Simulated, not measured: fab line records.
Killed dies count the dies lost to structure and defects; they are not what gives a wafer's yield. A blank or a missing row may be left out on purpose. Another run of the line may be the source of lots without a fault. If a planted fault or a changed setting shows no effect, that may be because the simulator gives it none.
Matching of chambers    flow n5Finfet    N5_MOL_CONTACT_COAG_ETCH_124 on rieDiel-06 has 4 sister chambers
The step etches SiNx in CH3F/O2, stops on SiOC, target depth 6.5 nm. 4 wafers are shown with their chamber, then 12 later ones without.

## WAFERS, EACH WITH ITS CHAMBER
wafer   chamber  rfVppV (V)
L088.5  1        292
L088.6  0        310
L091.4  3        301
L091.5  2        304

## WAFERS WITH NO CHAMBER GIVEN
wafer   rfVppV (V)
L092.1  299
L092.3  292
L092.6  299
L094.2  309
L094.3  292
L094.6  291
L096.1  300
L096.2  291
L096.4  308
L097.3  292
L097.5  305
L097.6  291

## WHICH CHAMBER EACH WENT THROUGH
wafer   from the rows above      in truth
L092.1  3                        3
L092.3  1                        1
L092.6  3                        3
L094.2  0                        0
L094.3  1                        1
L094.6  1                        1
L096.1  3                        3
L096.2  1                        1
L096.4  can't be placed: 0 or 2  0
L097.3  1                        1
L097.5  2                        2
L097.6  1                        1
Correctly placed: 11 of 12. Cannot be placed on the basis of these rows: 1; the candidates contain the true chamber in 1. 0 placed wrongly.
How it was worked out, from the rows above alone: a wafer's distance from a chamber is the root of the sum, over the readings, of the square of ((its reading less the chamber's mean) divided by the reading's scatter). The wafer belongs to the nearest chamber; if the next one is less than 2 further off, it can't be placed. For every chamber, the mean is computed from those of its wafers that are shown. The scatter (one wafer shown for each chamber): square how far every hidden wafer sits from the nearest shown wafer, average those squares and take the square root.
